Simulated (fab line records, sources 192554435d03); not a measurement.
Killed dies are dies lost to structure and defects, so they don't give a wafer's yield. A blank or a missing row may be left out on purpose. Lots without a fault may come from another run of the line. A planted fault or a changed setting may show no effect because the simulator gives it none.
Split-lot experiment | flow n5_finfet | 7 lots, 21 wafers read, on a route of 1938 steps

THE SPLIT
At N5_BEOL_M10_TRENCH_ETCH_37 (etches SiCOH lowk in C4F6/O2, target depth 148.83 nm, time 48 s), the setting time_s was moved away from the recipe's 48 s on 8 of the 21 wafers read, by -21.3% to +21.9%. The other wafers ran this setting at the recipe's value.

FROM THE SPLIT TO THE READING: what the file shows between them, 11 steps
- N5_BEOL_M10_ETCH_41: etches SiCN in CH3F/O2, target depth 42.6 nm, time 86 s
- N5_BEOL_M10_STRIP_77: strips in N2/H2, time 10 s
- N5_BEOL_M10_OCD_MEAS_38
- N5_BEOL_M10_HM_STRIP_39: strips TiN in peroxide tin strip, target depth 25 nm, time 158 s
- N5_BEOL_M10_SRD_40: time 30 s
- N5_BEOL_M10_ECD_50: material Cu, target thk 318 nm
- N5_BEOL_M10_ANNEAL_51: time 90 s
- N5_BEOL_M10_CMP_52: polishes, stops on SiCOH lowk, t overpolish 7 s, target thk 140 nm
- N5_BEOL_M10_THK_MEAS_53: measures by xrf
- N5_BEOL_M10_PRE_CLEAN_55: time 15 s
- N5_BEOL_M10_DEP_56: deposits SiCN from 3MS/NH3, target thk 15 nm, time 26.5 s

THE READING
M10_RS, in ohm/sq, at N5_BEOL_M10_RS_MEAS_57 (measures by four-point-probe). Fault-free wafers of this fab line usually give 0.1515 ohm/sq, standard deviation 0.0026 ohm/sq.

wafer  | tool, chamber at the split | time_s as run, s | against the recipe | M10_RS, ohm/sq | against lot-mates on the recipe
L075.4 | rie_diel-05, 0             | 48               | recipe             | 0.1500         | -
L075.5 | rie_diel-05, 3             | 48               | recipe             | 0.1504         | -
L075.6 | rie_diel-05, 1             | 48               | recipe             | 0.1524         | -
L077.1 | rie_diel-02, 2             | 58.29            | +21.4%             | 0.1201         | -0.0304
L077.2 | rie_diel-02, 3             | 58.29            | +21.4%             | 0.1181         | -0.0324
L077.5 | rie_diel-02, 3             | 48               | recipe             | 0.1505         | -
L076.1 | rie_diel-02, 0             | 48               | recipe             | 0.1488         | -
L076.3 | rie_diel-02, 3             | 48               | recipe             | 0.1463         | -
L076.6 | rie_diel-02, 2             | 48               | recipe             | 0.1496         | -
L078.1 | rie_diel-05, 3             | 48               | recipe             | 0.1534         | -
L078.4 | rie_diel-05, 2             | 37.79            | -21.3%             | 0.1981         | +0.0449
L078.5 | rie_diel-05, 3             | 48               | recipe             | 0.1529         | -
L092.3 | rie_diel-03, 3             | 48               | recipe             | 0.1530         | -
L092.4 | rie_diel-03, 0             | 43.43            | -9.5%              | 0.1725         | +0.0197
L092.5 | rie_diel-03, 3             | 48               | recipe             | 0.1525         | -
L095.3 | rie_diel-02, 3             | 43.86            | -8.6%              | 0.1634         | no lot-mate on the recipe
L095.4 | rie_diel-02, 2             | 43.86            | -8.6%              | 0.1671         | no lot-mate on the recipe
L095.5 | rie_diel-02, 1             | 43.86            | -8.6%              | 0.1680         | no lot-mate on the recipe
L096.1 | rie_diel-03, 0             | 48               | recipe             | 0.1517         | -
L096.2 | rie_diel-03, 2             | 48               | recipe             | 0.1511         | -
L096.4 | rie_diel-03, 0             | 58.53            | +21.9%             | 0.1208         | -0.0306

THE FIT
A straight line over all 21 wafers: M10_RS changes by -0.00168 ohm/sq for each +1% of time_s; r = -0.98; the points scatter about the line by 0.0036 ohm/sq.
The same after taking each lot's own level away (the mean of its wafers on the recipe; 18 wafers): -0.00165 ohm/sq for each +1%; r = -0.99; scatter 0.003 ohm/sq.
On that fit, the largest move of time_s shifts the reading by 0.036 ohm/sq.
The lots' own levels span 0.14823 to 0.15315 ohm/sq, that is 1.9 times the standard deviation above.
So the lot-to-lot level changes the slope little: the two slopes agree.
Check: with one of the wafers moved furthest among these (+21.9%) left out of the fit, the line predicts -0.0363 ohm/sq for it against its lot-mates. It came out at -0.0306 ohm/sq against them.

OTHER SPLITS ON THESE WAFERS
These wafers also went through other splits before the reading. Each is held against what the fit with the lots' levels taken away leaves over:
other split on the same wafers   | wafers away from the commonest value | r with M10_RS (lot level and that fit taken away)
N5_BEOL_M8_DESCUM_16 time_s      | 9                                    | +0.05
N5_BEOL_M8_TRENCH_ETCH_37 bias_w | 9                                    | -0.16
N5_BEOL_M8_CURE_75 time_s        | 6                                    | -0.04
N5_BEOL_M10_VIA_ETCH_34 time_s   | 7                                    | -0.11

THE WHOLE CHAIN: every reading that the file lists as answering this split, in the file's order
step                       | what it does                                                       | reading                                                                           | change (the file's fit)                | r (the file's)
N5_BEOL_M10_TRENCH_ETCH_37 | etches SiCOH lowk in C4F6/O2, target depth 148.83 nm, time 48 s    | BEOL_M10.feature_depth_nm (the simulator's own value, which no gauge read)        | +1.41 nm for each +1% of the setting   | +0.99
N5_BEOL_M10_TRENCH_ETCH_37 | etches SiCOH lowk in C4F6/O2, target depth 148.83 nm, time 48 s    | etch.depth_nm (the simulator's own value, which no gauge read)                    | +1.41 nm for each +1% of the setting   | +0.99
N5_BEOL_M10_TRENCH_ETCH_37 | etches SiCOH lowk in C4F6/O2, target depth 148.83 nm, time 48 s    | TiN_of_BEOL_M10_HM_DEP_02.thk_nm (the simulator's own value, which no gauge read) | -0.0382 nm for each +1% of the setting | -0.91
N5_BEOL_M10_OCD_MEAS_38    |                                                                    | trench_depth_nm                                                                   | +1.41 nm for each +1% of the setting   | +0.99
N5_BEOL_M10_CMP_52         | polishes, stops on SiCOH lowk, t overpolish 7 s, target thk 140 nm | Cu_of_BEOL_M10_ECD_50.thk_nm (the simulator's own value, which no gauge read)     | +1.45 nm for each +1% of the setting   | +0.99
N5_BEOL_M10_THK_MEAS_53    | measures by xrf                                                    | M10_THK                                                                           | +1.46 for each +1% of the setting      | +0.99
N5_BEOL_M10_RS_MEAS_57     | measures by four-point-probe                                       | M10_RS                                                                            | -0.00168 for each +1% of the setting   | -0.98

THE FILE'S OWN FIT
M10_RS changes by -0.00168 ohm/sq for each +1% of time_s, r = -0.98.
